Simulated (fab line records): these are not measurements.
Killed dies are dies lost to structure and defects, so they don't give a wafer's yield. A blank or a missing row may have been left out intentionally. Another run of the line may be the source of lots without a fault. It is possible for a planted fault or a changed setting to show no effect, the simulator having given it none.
fab line records -- flow n5Finfet
[record] lots = 4, wafers = 12, lastDay = 17
route steps=1938 shown BEOL_M4@1099 BEOL_M5@1112 PASSIVATION@1930
lots untouched by any fault: they come from a run of this same line in which no faults occurred
startH: start of the lot's first displayed wafer, in hours after the record's first day -- waitH: hours from the lot's prior step to this one -- " as in the row above -- L1.1+2: several wafers, shown together as one row -- - no value, or no start given -- * or withheld: withheld -- < > ~ a bound
route shown NAME@n: names a module that has steps shown in the file, with the first one's number in the route -- usual: the fault-free wafers' mean and standard deviation -- same: alike in all rows -- chamber/n: place in a boat -- sites: readings site by site -- _std_site: standard deviation across them -- _edge_site: mean of outer sites minus mean of inner sites -- radiusMm: how far each site lies from the wafer's centre -- mask NAME#n: copy n -- behind: the most recent tool/chamber to have shaped the wafer -- hold: why the lot was held/for how many hours/how that ended -- device: the n, p or np transistor that did not switch -- end of line: tests of these same wafers at the route's end -- a step given without rows: its recipe and nothing more -- killed: count of dies lost to structure and defects at first sort (not the wafer's yield) -- map: the dies of a wafer, with x for killed, . for not killed, _ for no die there
set.NAME: the setting the step ran with; set.NAME@STEP: the setting that earlier step ran with -- model.NAME: the simulator's own value behind a step, which no gauge read
lots at selected steps of the route; one table per step, one row per wafer
services: a tool's chamber out of use, with start hour (startH, from the record's first day; less than 0 if before it), hours out, and reason
[[steps]]
[step N5_BEOL_M4_ANNEAL_95]
[recipe] tempC = 400, timeS = 240, ambient = vacuum
[step N5_BEOL_M4_SPUTTER_96]
[recipe] material = Cu, targetThkA = 45, tempC = -20, chamberPressurePa = 0.07, powerW = withheld, timeS = 8.29
[step N5_BEOL_M4_ECD_50]
[recipe] material = Cu, targetThkA = 3000
[step N5_BEOL_M4_ANNEAL_51]
[recipe] tempC = 225, timeS = 90, ambient = N2
[step N5_BEOL_M4_CMP_52]
[recipe] stopOn = SiOC, tOverpolishS = 6.8, downForcePsi = 1, platenRpm = 50, clearingPlatenDownForcePsi = 1.5, clearingPlatenRpm = 50, postCmpClean = cuAlkaline, targetThkNm = 40, clearingPlatenPadVelocityMS = 0.99484, padVelocityMS = 0.99484
[step N5_BEOL_M4_PRE_CLEAN_60]
[recipe] gas = NH3/H2, timeS = 15, tempC = *, rfPowerW = 300
[step N5_BEOL_M4_CO_CAP_55]
[recipe] material = Co, targetThkA = 20, tempC = 200, precursor = CCTBA/H2, pressureTorr = 30, timeS = 102.1
[step N5_BEOL_M4_PRE_CLEAN_56]
[recipe] gas = NH3, timeS = 15, tempC = withheld, rfPowerW = 300
[step N5_BEOL_M4_DEP_57]
[recipe] material = SiCN, targetThkA = 80, tempC = withheld, precursor = 3MS/NH3, pressureTorr = 3, rfW = 202, timeS = 14
[step N5_BEOL_M4_RC_MEAS_101]
[usual] DIBL_N = 36.2/1.5, DIBL_P = 36.2/1.7, IOFF_N = 0.155/0.021, IOFF_P = 0.216/0.026, ION_N = 674/11, ION_P = 464/6.8, SS_N = 71.5/0.56, SS_P = 73.3/0.6, VT_N = 250.2/2.6, VT_P = -249.3/2.5
lot.wafer,tool,chamber,startH,waitH,DIBL_N[mV/V],DIBL_P[mV/V],IOFF_N[nA/um],IOFF_P[nA/um],ION_N[uA/um],ION_P[uA/um],SS_N[mV/dec],SS_P[mV/dec],VT_N[mV],VT_P[mV]
L699.1,prober-01,0,228.61,0.0,36.6,35.7,0.164,0.237,677,459,72.1,73.3,248.7,-245.7
L699.3,prober-01,0,228.61,0.0,35.5,34.3,0.143,0.217,661,458,71.5,72.2,248.0,-247.7
L699.5,prober-01,0,228.61,0.0,35.6,34.1,0.151,0.207,671,456,71.9,73.1,248.4,-249.8
L709.4,prober-02,0,287.35,0.5,39.7,39.5,0.182,0.252,695,472,72.2,73.4,248.7,-245.1
L709.5,prober-02,0,287.35,0.5,38.2,37.4,0.161,0.227,682,467,71.3,72.9,249.1,-249.9
L709.6,prober-02,0,287.35,0.5,39.7,39.3,0.189,0.250,684,464,71.7,73.0,247.3,-247.4
L710.1,prober-01,0,303.57,0.0,35.8,34.7,0.136,0.208,680,473,71.1,72.9,252.3,-250.1
L710.3,prober-01,0,303.57,0.0,36.6,35.5,0.141,0.213,673,469,70.9,73.7,251.9,-248.8
L710.5,prober-01,0,303.57,0.0,37.1,36.0,0.152,0.217,666,467,72.1,73.9,251.5,-248.7
L711.1,prober-01,0,308.89,0.0,34.9,35.6,0.152,0.194,680,460,71.5,74.0,252.0,-250.5
L711.2,prober-01,0,308.89,0.0,36.5,35.7,0.163,0.209,665,458,71.3,73.4,249.4,-249.4
L711.6,prober-01,0,308.89,0.0,34.9,35.9,0.151,0.200,686,470,70.7,73.7,250.2,-252.1
[step N5_BEOL_M5_ILD_DEP_00]
[recipe] material = SiCOH_lowk, targetThkA = 1406.4, tempC = 300, precursor = DEMS/porogen, pressureTorr = 5, rfW = 500, timeS = 25.9
[step N5_BEOL_M5_CURE_79]
[recipe] tempC = 385, timeS = 240, ambient = He/Ar, material = SiCOH_lowk
[step N5_BEOL_M5_PECVD_70]
[recipe] material = SiO2, targetThkA = 160, tempC = 400, precursor = TEOS/O2, pressureTorr = 5.5, rfW = 450, teosFlowSccm = 53.8, gas = O2, flowSccm = 3000, timeS = 18
[step N5_BEOL_M5_HM_DEP_02]
[recipe] material = TiN, targetThkA = 200, tempC = 25, chamberPressurePa = 0.49996
[step N5_BEOL_M5_COAT_59]
[recipe] resist = SOC, tempC = 250, timeS = 60, spinRpm = 1500, resistThkNm = 60
[step N5_BEOL_M5_COAT_60]
[recipe] resist = SiARC, tempC = 220, timeS = 60, spinRpm = 1500, resistThkNm = 12
[step N5_BEOL_M5_COAT_71]
[recipe] resist = underlayer, tempC = 205, timeS = 60, spinRpm = 1500, resistThkNm = 5
[step N5_BEOL_M5_COAT_05]
[recipe] resist = CAR-EUV, spinRpm = 1500, resistThkNm = 30
[step N5_BEOL_M5_EBR_07]
[recipe] solvent = PGMEA, ebrWidthMm = 1.5
[step N5_BEOL_M5_SOFTBAKE_06]
[recipe] tempC = 110, timeS = 60, resist = CAR-EUV
[step N5_BEOL_M5_EXPOSE_08]
[recipe] maskId = M5, na = 0.33, sourceShape = annular, sigmaInner = 0.4, sigmaOuter = 0.8, polarization = unpolarized, targetCdNm = 28, doseMj = 35.75
[step N5_BEOL_M5_PEB_09]
[recipe] pebTempC = 100, pebTimeS = 60, resist = CAR-EUV
[step N5_BEOL_M5_DEVELOP_10]
[recipe] developTimeS = 30, developer = TMAH, resist = CAR-EUV, rinseLiquid = surfactantRinse, dry = airSpin, devTempC = 23
[step N5_BEOL_M5_DESCUM_16]
[recipe] chemistry = O2, timeS = 7, sourcePowerW = 50, biasPowerW = 20, pressureMtorr = 20, rfFrequencyHz = 2.712e+07, tempC = 40, resist = CAR-EUV, o2FlowSccm = 225
[step N5_BEOL_M5_ETCH_72]
[recipe] chemistry = N2/H2, target = underlayer, targetDepthA = 65, maskMaterial = CAR-EUV, timeS = 5.2, ionEnergyEv = 200, pressureMtorr = 30, sourceW = 840, biasW = 150, n2FlowSccm = 200, h2FlowSccm = 200, ends = cleared
[step N5_BEOL_M5_ETCH_61]
[recipe] chemistry = CF4, target = SiARC, targetDepthA = 156, maskMaterial = CAR-EUV, timeS = 26, ionEnergyEv = 80, pressureMtorr = 40, sourceW = 545, biasW = 36, Ar_flow_sccm = 100, cf4FlowSccm = 100, ends = cleared
[step N5_BEOL_M5_ETCH_62]
[recipe] chemistry = N2/H2, target = SOC, targetDepthA = 750, overetchA = 150, maskMaterial = SiARC, tempC = 40, timeS = 112.5, ionEnergyEv = 200, pressureMtorr = 30, sourceW = 840, biasW = 150, n2FlowSccm = 200, h2FlowSccm = 200
[step N5_BEOL_M5_STRIP_63]
[recipe] chemistry = N2/H2, tempC = 40, n2FlowSccm = 200, h2FlowSccm = 200, rfFrequencyHz = 6e+07
[step N5_BEOL_M5_STRIP_73]
[recipe] chemistry = N2/H2, tempC = 40, n2FlowSccm = 200, h2FlowSccm = 200, rfFrequencyHz = 6e+07
[step N5_BEOL_M5_STRIP_64]
[recipe] chemistry = CF4, resist = SiARC, powerW = 300, biasPowerW = 75, pressureMtorr = 50, cf4FlowSccm = 150, rfFrequencyHz = 6e+07
[step N5_BEOL_M5_HM_OPEN_17]
[recipe] chemistry = Cl2/BCl3, targetDepthA = 200, overetchA = 60, target = TiN, maskMaterial = SOC, ionEnergyEv = 150, pressureMtorr = 10, icpW = 1000, biasW = 126, Cl2_flow_sccm = 53.25, bcl3FlowSccm = 21.75, Ar_flow_sccm = 25
[step N5_BEOL_M5_STRIP_19]
[recipe] chemistry = O2, powerW = 400, tempC = 40, pressureMtorr = 30, rfFrequencyHz = 6e+07, biasPowerW = 0, overashFraction = 0.2, o2FlowSccm = 225
[step N5_BEOL_M5_COAT_65]
[recipe] resist = SOC, tempC = 250, timeS = 60, spinRpm = 1500, resistThkNm = 60
[step N5_BEOL_M5_COAT_66]
[recipe] resist = SiARC, tempC = 220, timeS = 60, spinRpm = 1500, resistThkNm = 12
[step N5_PASSIVATION_ETCH_54]
[recipe] chemistry = CHF3/O2, target = SiO2, targetDepthA = 8800, CHF3_flow_sccm = 50, O2_flow_sccm = 5, Ar_flow_sccm = 200, timeS = 440, maskMaterial = PR, pressureMtorr = 30, sourceW = 650, biasW = 170, ionEnergyEv = 200
[usual] CHF3_flow_sccm = 49.99/0.14, O2_flow_sccm = 5.001/0.015, drypumpMotorCurrentA = 5.7/0.46, oes_ar_750_au = 0.81/0.061, oes_f_703_au = 0.81/0.062, oesProductAu = 0.81/0.064, rfVppV = 526/4.9, showerheadPlenumPTorr = 2.43/0.087, throttleValvePct = 18.71/0.25
lot.wafer,tool,chamber,startH,waitH,CHF3_flow_sccm,O2_flow_sccm,drypumpMotorCurrentA,oes_ar_750_au,oes_f_703_au,oesProductAu,rfHoursCounterH,rfVppV,showerheadPlenumPTorr,throttleValvePct
L699.1,rieDiel-04,2,333.00,0.1,50.21,4.991,6.0,0.81,0.81,0.81,101,524,2.42,18.47
L699.3,rieDiel-04,3,333.00,0.1,50.16,5.013,5.0,0.79,0.80,0.78,117,516,2.41,18.84
L699.5,rieDiel-04,2,333.00,0.1,50.22,4.983,6.0,0.81,0.81,0.81,-,525,2.42,18.47
L709.4,rieDiel-04,0,386.21,0.1,-,-,-,-,-,-,-,-,-,-
L709.5,rieDiel-04,3,386.21,0.1,-,-,-,-,-,-,-,-,-,-
L709.6,rieDiel-04,2,386.21,0.1,-,-,-,-,-,-,-,-,-,-
L710.1,rieDiel-04,0,404.06,0.1,-,-,-,-,-,-,-,-,-,-
L710.3,rieDiel-04,2,404.06,0.1,-,-,-,-,-,-,-,-,-,-
L710.5,rieDiel-04,0,404.06,0.1,-,-,-,-,-,-,-,-,-,-
L711.1,rieDiel-05,3,407.25,0.1,49.80,4.971,5.7,0.77,0.77,0.77,115,523,2.32,19.08
L711.2,rieDiel-05,1,407.25,0.1,50.02,4.973,5.9,0.75,0.74,0.75,145,521,2.40,18.46
L711.6,rieDiel-05,3,407.25,0.1,49.91,5.014,5.7,0.78,0.77,0.77,-,524,2.32,19.09
[step N5_PASSIVATION_PROBE_49]
[usual] defectLimitedYield = 91.3/1.3, killed_at_M0_to_M3 = 32/11, killed_at_M4_up = 15/5.6, killedAtContacts = 12/6, killedAtFrontEnd = 40/11, killedAtOther = 3.5/2.6, killedDies = 102/15, killedOnRim = 13/3.4, killedOpen = 67/12, killedShort = 34/7.3, sort_bin_5_function = 5.1/0.85, sort_bin_6_memory = 3.2/0.61, sortNPass = 1078/15, sortYieldPct = 91.3/1.3
[same] grossDies = 1180, killedAtBackSide = 0, sort_bin_4_leakage[%] = 0, sort_bin_8_speed[%] = 0
lot.wafer,tool,chamber,startH,waitH,defectLimitedYield[%],killed_at_M0_to_M3,killed_at_M4_up,killedAtContacts,killedAtFrontEnd,killedAtOther,killedDies,killedOnRim,killedOpen,killedShort,sort_bin_5_function[%],sort_bin_6_memory[%],sortNPass,sortYieldPct[%]
L699.1,prober-02,-,335.78,0.0,92.4,26,20,10,33,1,90,11,55,35,4.8,2.5,1090,92.4
L699.3,prober-02,-,335.88,0.1,91.3,44,21,9,26,3,103,9,69,33,4.9,3.7,1077,91.3
L699.5,prober-02,-,335.98,0.2,89.4,46,9,18,50,2,125,10,84,36,6.3,3.7,1055,89.4
L709.4,prober-02,-,389.15,0.2,0,28,6,22,23,1101,1180,152,54,26,97.3,2.6,0,0
L709.5,prober-02,-,389.20,0.2,0,21,6,7,26,1120,1180,152,38,21,97.9,1.9,0,0
L709.6,prober-02,-,389.25,0.3,0,36,8,20,38,1078,1180,152,71,35,96.0,3.8,0,0
L710.1,prober-01,-,406.84,0.0,0,34,21,14,31,1080,1180,152,58,41,96.1,3.4,0,0
L710.3,prober-01,-,406.94,0.1,0,53,20,12,39,1056,1180,152,88,44,95.5,4.1,0,0
L710.5,prober-01,-,407.04,0.2,0,31,19,5,26,1099,1180,152,57,24,97.6,1.9,0,0
L711.1,prober-02,-,410.04,0.0,92.9,19,11,7,43,4,84,14,61,22,4.4,2.7,1096,92.9
L711.2,prober-02,-,410.09,0.1,91.5,23,15,24,37,1,100,16,73,27,5.2,3.0,1080,91.5
L711.6,prober-02,-,410.29,0.3,93.7,20,8,6,39,1,74,7,51,22,4.2,1.8,1106,93.7
// killed by level:class
L699.1 FIN_SAQP:geometricParticle:open=10 FIN_SAQP:geometricParticle:short=10 BEOL_M4:geometricParticle:open=8 BEOL_M1:geometricParticle:open=8 MOL_CONTACT_COAG:geometricParticle:open=8 BEOL_M3:geometricParticle:open=7 BEOL_M4:geometricParticle:short=5 GATE_CUT:geometricParticle:short=4
L699.3 BEOL_M0_SAQP:geometricParticle:open=16 BEOL_M4:geometricParticle:open=13 BEOL_M1:geometricParticle:open=9 FIN_SAQP:geometricParticle:open=7 FIN_SAQP:geometricParticle:short=5 MOL_CONTACT_COAG:geometricParticle:open=5 GATE_CUT:geometricParticle:short=5 BEOL_M3:geometricParticle:open=5
L699.5 MOL_CONTACT_COAG:geometricParticle:open=16 FIN_SAQP:geometricParticle:short=13 BEOL_M1:geometricParticle:open=13 FIN_SAQP:geometricParticle:open=10 BEOL_M2:geometricParticle:open=9 ILD0:geometricParticle:open=7 BEOL_M0_SAQP:geometricParticle:short=7 STI_FIN_REVEAL:geometricParticle:open=6
L709.4 PASSIVATION:areaEtch=1100 MOL_CONTACT_COAG:geometricParticle:open=18 BEOL_M2:geometricParticle:open=10 BEOL_M0_SAQP:geometricParticle:short=7 FIN_SAQP:geometricParticle:short=6 STI_FIN_REVEAL:geometricParticle:open=4 MOL_CONTACT_COAG:geometricParticle:short=4 FIN_SAQP:geometricParticle:open=3
L709.5 PASSIVATION:areaEtch=1120 MOL_CONTACT_COAG:geometricParticle:open=6 BEOL_M1:geometricParticle:open=6 FIN_SAQP:geometricParticle:short=4 BEOL_M2:geometricParticle:open=4 STARTING-WAFER:geometricParticle:short=4 STI_FIN_REVEAL:geometricParticle:open=3 BEOL_M0_SAQP:geometricParticle:open=3
L709.6 PASSIVATION:areaEtch=1074 MOL_CONTACT_COAG:geometricParticle:open=15 BEOL_M3:geometricParticle:open=9 STI_FIN_REVEAL:geometricParticle:open=8 BEOL_M0_SAQP:geometricParticle:open=8 BEOL_M2:geometricParticle:open=8 FIN_SAQP:geometricParticle:open=5 MOL_CONTACT_COAG:geometricParticle:short=5
L710.1 PASSIVATION:areaEtch=1078 BEOL_M0_SAQP:geometricParticle:open=10 MOL_CONTACT_COAG:geometricParticle:open=10 STI_FIN_REVEAL:geometricParticle:open=7 BEOL_M3:geometricParticle:open=7 BEOL_M4:geometricParticle:open=7 GATE_CUT:geometricParticle:short=6 BEOL_M0_SAQP:geometricParticle:short=5
L710.3 PASSIVATION:areaEtch=1047 BEOL_M1:geometricParticle:open=11 BEOL_M4:geometricParticle:open=11 BEOL_M2:geometricParticle:open=9 MOL_CONTACT_COAG:geometricParticle:open=9 BEOL_M0_SAQP:geometricParticle:open=9 BEOL_M0_SAQP:geometricParticle:short=8 FIN_SAQP:geometricParticle:open=7
L710.5 PASSIVATION:areaEtch=1099 BEOL_M4:geometricParticle:open=13 BEOL_M0_SAQP:geometricParticle:open=6 BEOL_M2:geometricParticle:open=6 FIN_SAQP:geometricParticle:open=5 MOL_CONTACT_COAG:geometricParticle:open=5 FIN_SAQP:geometricParticle:short=4 BEOL_M0_SAQP:geometricParticle:short=4
L711.1 FIN_SAQP:geometricParticle:open=15 MOL_CONTACT_COAG:geometricParticle:open=6 BEOL_M2:geometricParticle:open=5 STI_FIN_REVEAL:geometricParticle:open=4 BEOL_M4:geometricParticle:open=4 STARTING-WAFER:geometricParticle:open=4 STARTING-WAFER:geometricParticle:short=4 DUMMY_GATE:geometricParticle:open=3
L711.2 MOL_CONTACT_COAG:geometricParticle:open=19 BEOL_M2:geometricParticle:open=13 STI_FIN_REVEAL:geometricParticle:open=9 BEOL_M4:geometricParticle:open=8 FIN_SAQP:geometricParticle:open=6 STI_FIN_REVEAL:geometricParticle:short=6 MOL_CONTACT_COAG:geometricParticle:short=5 BEOL_M3:geometricParticle:open=4
L711.6 FIN_SAQP:geometricParticle:short=11 FIN_SAQP:geometricParticle:open=10 STI_FIN_REVEAL:geometricParticle:open=7 BEOL_M2:geometricParticle:open=5 MOL_CONTACT_COAG:geometricParticle:open=5 BEOL_M1:geometricParticle:open=5 BEOL_M0_SAQP:geometricParticle:open=3 BEOL_M4:geometricParticle:open=3
// map L709.4 (x killed, . not)
_________________xxxxxxxxxxxx________________
______________xxxxxxxxxxxxxxxxxx_____________
___________xxxxxxxxxxxxxxxxxxxxxxxx__________
__________xxxxxxxxxxxxxxxxxxxxxxxxxx_________
________xxxxxxxxxxxxxxxxxxxxxxxxxxxxxx_______
_______xxxxxxxxxxxxxxxxxxxxxxxxxxxxxxxx______
______xxxxxxxxxxxxxxxxxxxxxxxxxxxxxxxxxx_____
_____xxxxxxxxxxxxxxxxxxxxxxxxxxxxxxxxxxxx____
____xxxxxxxxxxxxxxxxxxxxxxxxxxxxxxxxxxxxxx___
___xxxxxxxxxxxxxxxxxxxxxxxxxxxxxxxxxxxxxxxx__
___xxxxxxxxxxxxxxxxxxxxxxxxxxxxxxxxxxxxxxxx__
__xxxxxxxxxxxxxxxxxxxxxxxxxxxxxxxxxxxxxxxxxx_
__xxxxxxxxxxxxxxxxxxxxxxxxxxxxxxxxxxxxxxxxxx_
_xxxxxxxxxxxxxxxxxxxxxxxxxxxxxxxxxxxxxxxxxxxx
_xxxxxxxxxxxxxxxxxxxxxxxxxxxxxxxxxxxxxxxxxxxx
_xxxxxxxxxxxxxxxxxxxxxxxxxxxxxxxxxxxxxxxxxxxx
_xxxxxxxxxxxxxxxxxxxxxxxxxxxxxxxxxxxxxxxxxxxx
_xxxxxxxxxxxxxxxxxxxxxxxxxxxxxxxxxxxxxxxxxxxx
_xxxxxxxxxxxxxxxxxxxxxxxxxxxxxxxxxxxxxxxxxxxx
_xxxxxxxxxxxxxxxxxxxxxxxxxxxxxxxxxxxxxxxxxxxx
_xxxxxxxxxxxxxxxxxxxxxxxxxxxxxxxxxxxxxxxxxxxx
__xxxxxxxxxxxxxxxxxxxxxxxxxxxxxxxxxxxxxxxxxx_
__xxxxxxxxxxxxxxxxxxxxxxxxxxxxxxxxxxxxxxxxxx_
___xxxxxxxxxxxxxxxxxxxxxxxxxxxxxxxxxxxxxxxx__
___xxxxxxxxxxxxxxxxxxxxxxxxxxxxxxxxxxxxxxxx__
____xxxxxxxxxxxxxxxxxxxxxxxxxxxxxxxxxxxxxx___
_____xxxxxxxxxxxxxxxxxxxxxxxxxxxxxxxxxxxx____
______xxxxxxxxxxxxxxxxxxxxxxxxxxxxxxxxxx_____
_______xxxxxxxxxxxxxxxxxxxxxxxxxxxxxxxx______
________xxxxxxxxxxxxxxxxxxxxxxxxxxxxxx_______
__________xxxxxxxxxxxxxxxxxxxxxxxxxx_________
___________xxxxxxxxxxxxxxxxxxxxxxxx__________
______________xxxxxxxxxxxxxxxxxx_____________
_________________xxxxxxxxxxxx________________
// map L710.1 (x killed, . not)
_________________xxxxxxxxxxxx________________
______________xxxxxxxxxxxxxxxxxx_____________
___________xxxxxxxxxxxxxxxxxxxxxxxx__________
__________xxxxxxxxxxxxxxxxxxxxxxxxxx_________
________xxxxxxxxxxxxxxxxxxxxxxxxxxxxxx_______
_______xxxxxxxxxxxxxxxxxxxxxxxxxxxxxxxx______
______xxxxxxxxxxxxxxxxxxxxxxxxxxxxxxxxxx_____
_____xxxxxxxxxxxxxxxxxxxxxxxxxxxxxxxxxxxx____
____xxxxxxxxxxxxxxxxxxxxxxxxxxxxxxxxxxxxxx___
___xxxxxxxxxxxxxxxxxxxxxxxxxxxxxxxxxxxxxxxx__
___xxxxxxxxxxxxxxxxxxxxxxxxxxxxxxxxxxxxxxxx__
__xxxxxxxxxxxxxxxxxxxxxxxxxxxxxxxxxxxxxxxxxx_
__xxxxxxxxxxxxxxxxxxxxxxxxxxxxxxxxxxxxxxxxxx_
_xxxxxxxxxxxxxxxxxxxxxxxxxxxxxxxxxxxxxxxxxxxx
_xxxxxxxxxxxxxxxxxxxxxxxxxxxxxxxxxxxxxxxxxxxx
_xxxxxxxxxxxxxxxxxxxxxxxxxxxxxxxxxxxxxxxxxxxx
_xxxxxxxxxxxxxxxxxxxxxxxxxxxxxxxxxxxxxxxxxxxx
_xxxxxxxxxxxxxxxxxxxxxxxxxxxxxxxxxxxxxxxxxxxx
_xxxxxxxxxxxxxxxxxxxxxxxxxxxxxxxxxxxxxxxxxxxx
_xxxxxxxxxxxxxxxxxxxxxxxxxxxxxxxxxxxxxxxxxxxx
_xxxxxxxxxxxxxxxxxxxxxxxxxxxxxxxxxxxxxxxxxxxx
__xxxxxxxxxxxxxxxxxxxxxxxxxxxxxxxxxxxxxxxxxx_
__xxxxxxxxxxxxxxxxxxxxxxxxxxxxxxxxxxxxxxxxxx_
___xxxxxxxxxxxxxxxxxxxxxxxxxxxxxxxxxxxxxxxx__
___xxxxxxxxxxxxxxxxxxxxxxxxxxxxxxxxxxxxxxxx__
____xxxxxxxxxxxxxxxxxxxxxxxxxxxxxxxxxxxxxx___
_____xxxxxxxxxxxxxxxxxxxxxxxxxxxxxxxxxxxx____
______xxxxxxxxxxxxxxxxxxxxxxxxxxxxxxxxxx_____
_______xxxxxxxxxxxxxxxxxxxxxxxxxxxxxxxx______
________xxxxxxxxxxxxxxxxxxxxxxxxxxxxxx_______
__________xxxxxxxxxxxxxxxxxxxxxxxxxx_________
___________xxxxxxxxxxxxxxxxxxxxxxxx__________
______________xxxxxxxxxxxxxxxxxx_____________
_________________xxxxxxxxxxxx________________
[[services]]
tool,chamber,startH,hours,kind
rieDiel-05,-,378.36,0.1,repair
rieDiel-05,1,381.56,7.5,repair
rieDiel-04,3,399.56,6.7,repair
[[key]]
[firstSign] step = N5_PASSIVATION_ETCH_54, reading = toolRecord, direction = missing
[effect] step = N5_PASSIVATION_PROBE_49, reading = killedAtOther, direction = up, sigmas = 99+, usual = 3.5, struck = 1089
[moreKillsBornAt] N5_PASSIVATION_ETCH_54@rieDiel-04 = 6518
metAt N5_PASSIVATION_ETCH_54
struckWafers L709.4,L709.5,L709.6,L710.1,L710.3,L710.5
laterRowsLeftOut L709.4,L709.5,L709.6,L710.1,L710.3,L710.5
onsetBetween 333.00 386.21
[fault] kind = skippedStepWhole, tool = rieDiel-04, chamber = -, onsetH = 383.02, steps = N5_PASSIVATION_ETCH_54, scope = struckLotsOnly
// laterRowsLeftOut: the simulator's readings of these wafers behind a module that went badly wrong aren't trusted and aren't shown, but for the sort
